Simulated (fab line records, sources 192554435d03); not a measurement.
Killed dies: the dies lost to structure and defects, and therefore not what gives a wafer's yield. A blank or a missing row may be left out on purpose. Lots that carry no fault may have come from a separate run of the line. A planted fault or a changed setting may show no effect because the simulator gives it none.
Comparing a struck lot with a sound one | flow n5_finfet | 35 steps out of a route of 1938
Sound: these wafers, L886.1, L886.3, L886.4. The struck wafers were L882.2, L882.3, L882.6. At the end, the cause is stated.
For every step that has rows: the tool of each side, followed by ch and its chambers, followed by its first start. Under that, the readings that differ: sound wafers | struck wafers | difference of the means | sigmas: that difference in standard deviations of wafers without a fault.
alike: readings whose means differ by less than 2 such deviations, and words and numbers that are the same on both sides. not compared: withheld readings, readings that some wafer has no value for, bounds like >300 that may hide the same value, and numbers for which the record gives no deviation and whose values overlap.
The two part at a step that has a row with sigmas, a row that says differs or no value, or rows on one side only. Numbers that have no deviation but don't overlap get no sigmas and don't part them. Lack of a reading on every wafer of one side parts them only where that side has two or more wafers.

first, 12 steps without rows for these wafers: N5_SD_EPI_P_ETCH_37 (etches SOC in N2/H2, overetch 108 nm, time 486 s); N5_SD_EPI_P_STRIP_38 (strips in N2/H2); N5_SD_EPI_P_ETCHBACK_46 (etches SiNx in CH3F/O2, stops on SiO2, target depth 17.5 nm); N5_SD_EPI_P_ETCH_47 (etches SiOCN in CH3F/O2, target depth 25 nm); N5_SD_EPI_P_ETCH_16 (etches SiO2 in CHF3/O2, target depth 5 nm); N5_SD_EPI_P_STRIP_50 (strips in CHF3/O2); N5_SD_EPI_P_SD_RECESS_17 (chemistry HBr/Cl2/O2, target depth 39.1 nm, bt time 3 s); N5_SD_EPI_P_WET_ETCH_45 (etches SiO2 in dHF, time 10.7 s, target depth 2 nm, rinse time 30 s); N5_SD_EPI_P_STRIP_40 (strips in N2/H2); N5_SD_EPI_P_PRECLEAN_52 (cleans in O3/DIW, time 60 s); N5_SD_EPI_P_SRD_20 (time 30 s); N5_SD_EPI_P_PRECLEAN_51 (cleans in NF3:NH3, afs cycles 1, time 20 s, sublimation time 60 s).
N5_SD_EPI_P_VAPOR_ETCH_44: etches SiGe30 in NF3/Ar, time 3.3 s.
  sound on epi_rpcvd-03 ch 0, day 7 18:00; struck on epi_rpcvd-04 ch 0, day 6 20:53
  alike: susceptor_temp_C
then, 20 steps without rows for these wafers: N5_SD_EPI_P_EPI_21 (deposits SiGe:B, time 355 s); N5_SD_EPI_P_HM_STRIP_48 (strips SiNx in H3PO4, material SiNx, target depth 3 nm); N5_SD_EPI_P_SRD_49 (time 30 s); N5_SD_EPI_P_PRECLEAN_24 (cleans in O3/DIW, time 45 s); N5_SD_EPI_P_PRECLEAN_32 (cleans in dHF, time 10 s); N5_SD_EPI_P_PRECLEAN_33 (cleans in SC2, time 45 s); N5_SD_EPI_P_SRD_25 (time 30 s); N5_SD_ACTIVATION_RTA_00 (time 0 s); N5_SD_ACTIVATION_LSA_01 (time 0.0008 s); N5_ILD0_LINER_00 (material SiNx, target thk 4 nm, pulse time 1 s, purge time 2 s); N5_ILD0_FCVD_FILL_01 (material SiO2 flowable, target thk 200 nm, time 328.3 s); N5_ILD0_CURE_02 (time 1800 s); N5_ILD0_CMP_03 (polishes, stops on SiNx, t overpolish 1.9 s, target thk 197.38 nm); N5_ILD0_CMP_07 (polishes SiO2 flowable, stops on poly-Si, t overpolish 1.18 s, target thk 138.88 nm); N5_ILD0_PRECLEAN_10 (cleans in NF3:NH3, afs cycles 5, time 20 s, sublimation time 60 s); N5_ILD0_ALD_15 (deposits SiNx, target thk 24 nm, pulse time 1 s, ald cycles 480); N5_ILD0_CMP_12 (polishes SiNx, stops on poly-Si, t overpolish 6 s, target thk 17.67 nm); N5_SDB_HM_DEP_00 (deposits SiNx from SiH4/NH3/N2, target thk 40 nm, time 35.3 s); N5_SDB_COAT_03 (time 60 s, resist thk 100 nm); N5_SDB_COAT_04 (time 60 s, resist thk 18 nm).
-- the record jumps here: 5 days lie between the struck wafers' starts before and after (it left off in module SDB and takes up again in module BEOL_M4, whose first step shown is number 1111 of the route) --
N5_BEOL_M4_RC_MEAS_101:
  sound on prober-02 ch 0, day 12 05:13; struck on prober-02 ch 0, day 11 21:46
  no value came back on the struck wafers for any of 5 readings (DIBL_P (mV/V), IOFF_P (nA/um) and others); on the sound wafers DIBL_P (mV/V) reads 39.3 38.8 39.4
  reading       | sound          | struck         | difference | sigmas
  DIBL_N (mV/V) | 38.8 38.2 39.2 | 35.5 33.6 35.6 | -3.8       | -3
  SS_N (mV/dec) | 72.3 71.6 73.1 | 71.6 70.5 71.1 | -1.3       | -2
  alike: IOFF_N, ION_N, VT_N
-- record jumps: 4 days separate the struck wafers' starts on either side; left off in module BEOL_M4, taken up again in module PASSIVATION, whose first shown step is the route's number 1936 --
N5_PASSIVATION_PROBE_49:
  sound: prober-02 at day 16 19:05; struck: prober-02 at day 16 00:34
  reading                | sound     | struck            | difference | sigmas
  killed_at_contacts     | 6 5       | 14 22 37          | +19        | +3
  killed_short           | 27 21     | 43 37 51          | +20        | +2
  sort_bin_4_leakage (%) | 0 0       | 90.59 91.02 88.22 | +89.94     | +99 or more
  sort_n_pass            | 1081 1088 | 0 0 0             | -1084      | -57
  sort_yield_pct (%)     | 91.6 92.2 | 0 0 0             | -92        | -57
  alike: defect_limited_yield, killed_at_M0_to_M3, killed_at_M4_up, killed_at_front_end, killed_at_other, killed_dies, killed_on_rim, killed_open, sort_bin_5_function, sort_bin_6_memory

== WHERE THEY PART ==
First at N5_BEOL_M4_RC_MEAS_101; last, within this record, at N5_PASSIVATION_PROBE_49.

WHY: what the simulator had put in
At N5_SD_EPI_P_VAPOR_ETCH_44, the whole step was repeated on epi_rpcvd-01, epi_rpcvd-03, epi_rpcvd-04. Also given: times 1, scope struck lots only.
